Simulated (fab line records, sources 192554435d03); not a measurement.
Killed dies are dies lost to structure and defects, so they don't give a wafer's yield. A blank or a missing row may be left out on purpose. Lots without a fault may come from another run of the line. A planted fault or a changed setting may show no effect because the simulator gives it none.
Chamber matching | flow n5_finfet | N5_BEOL_M0_SAQP_ETCH_107 on rie_diel-06: 4 sister chambers
The step etches SiNx in CH3F/O2, target depth 30 nm. 16 wafers are shown with their chamber, then 8 later ones without.

WAFERS WITH THEIR CHAMBER
wafer  | chamber | showerhead_plenum_p_Torr (Torr) | drypump_motor_current_A (A) | throttle_valve_pct (%)
L075.1 | 0       | 2.00                            | 5.79                        | 16.61
L075.2 | 2       | 2.07                            | 5.45                        | 16.14
L075.3 | 3       | 2.14                            | 5.89                        | 16.04
L078.2 | 1       | 1.97                            | 5.33                        | 16.45
L078.3 | 3       | 2.14                            | 5.91                        | 16.06
L078.6 | 3       | 2.14                            | 5.92                        | 16.06
L081.3 | 1       | 1.97                            | 5.29                        | 16.46
L081.4 | 0       | 1.99                            | 5.79                        | 16.64
L081.5 | 1       | 1.97                            | 5.30                        | 16.45
L085.1 | 1       | 1.97                            | 5.29                        | 16.48
L085.5 | 0       | 1.99                            | 5.77                        | 16.67
L085.6 | 3       | 2.13                            | 5.88                        | 16.09
L090.3 | 1       | 1.97                            | 5.33                        | 16.51
L090.5 | 0       | 1.99                            | 5.81                        | 16.67
L090.6 | 1       | 1.97                            | 5.31                        | 16.48
L091.1 | 1       | 1.96                            | 5.29                        | 16.49

SIGNATURES (means of the wafers above)
reading                  | chamber 0 | chamber 1 | chamber 2 | chamber 3 | scatter within a chamber
showerhead_plenum_p_Torr | 1.9925    | 1.9686    | 2.0700    | 2.1375    | 0.00443
drypump_motor_current_A  | 5.7900    | 5.3057    | 5.4500    | 5.9000    | 0.0177
throttle_valve_pct       | 16.6475   | 16.4743   | 16.1400   | 16.0625   | 0.0237
Rule: a wafer's distance from a chamber is the root of the sum, over the readings, of the square of ((its reading less the chamber's mean) divided by the reading's scatter). The wafer belongs to the nearest chamber; if the next one is less than 2 further off, it can't be placed. The scatter: the root of (the sum of the squares of (reading less its chamber's mean) over the shown wafers, divided by (wafers less chambers)).

WAFERS WITHOUT THEIR CHAMBER
wafer  | showerhead_plenum_p_Torr (Torr) | drypump_motor_current_A (A) | throttle_valve_pct (%)
L091.4 | 1.99                            | 5.80                        | 16.68
L091.5 | 1.96                            | 5.30                        | 16.49
L096.1 | 1.98                            | 5.78                        | 16.70
L096.4 | 1.96                            | 5.28                        | 16.53
L096.6 | 2.06                            | 5.46                        | 16.19
L097.1 | 1.96                            | 5.31                        | 16.51
L097.2 | 2.06                            | 5.42                        | 16.18
L097.3 | 2.13                            | 5.88                        | 16.12

WHICH CHAMBER EACH WENT THROUGH
wafer  | from the rows above | in truth
L091.4 | 0                   | 0
L091.5 | 1                   | 1
L096.1 | 0                   | 0
L096.4 | 1                   | 1
L096.6 | 2                   | 2
L097.1 | 1                   | 1
L097.2 | 2                   | 2
L097.3 | 3                   | 3
Placed correctly: 8 of 8. Can't be placed from these rows: 0. Placed wrongly: 0.
